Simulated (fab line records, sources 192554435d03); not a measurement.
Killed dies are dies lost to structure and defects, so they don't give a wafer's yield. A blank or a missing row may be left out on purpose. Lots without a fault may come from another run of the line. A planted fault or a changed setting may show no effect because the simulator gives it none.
Chamber matching | flow n5_finfet | N5_BEOL_M3_DESCUM_33 on rie_diel-04: 4 sister chambers
The step chemistry O2, time 7 s. 4 wafers are shown with their chamber, then 7 later ones without.

WAFERS WITH THEIR CHAMBER
wafer  | chamber | showerhead_plenum_p_Torr (Torr)
L077.4 | 0       | 2.16
L086.1 | 1       | 2.14
L086.6 | 3       | 1.98
L092.4 | 2       | 2.16

WAFERS WITHOUT THEIR CHAMBER
wafer  | showerhead_plenum_p_Torr (Torr)
L092.6 | 2.14
L093.1 | 2.16
L093.2 | 2.15
L093.6 | 2.15
L094.3 | 2.16
L094.4 | 2.15
L094.6 | 2.15

WHICH CHAMBER EACH WENT THROUGH
wafer  | from the rows above          | in truth
L092.6 | 1                            | 1
L093.1 | can't be placed: 0 or 2      | 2
L093.2 | can't be placed: 1 or 0 or 2 | 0
L093.6 | can't be placed: 1 or 0 or 2 | 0
L094.3 | can't be placed: 0 or 2      | 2
L094.4 | can't be placed: 1 or 0 or 2 | 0
L094.6 | can't be placed: 1 or 0 or 2 | 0
Placed correctly: 1 of 7. Can't be placed from these rows: 6 (the true chamber is among the candidates in 6). Placed wrongly: 0.
How it was worked out, from the rows above alone: a wafer's distance from a chamber is the root of the sum, over the readings, of the square of ((its reading less the chamber's mean) divided by the reading's scatter). The wafer belongs to the nearest chamber; if the next one is less than 2 further off, it can't be placed. A chamber's mean is the mean of its shown wafers. The scatter: with one shown wafer a chamber, the root of the mean of the squares of how far each hidden wafer lies from its nearest shown one.
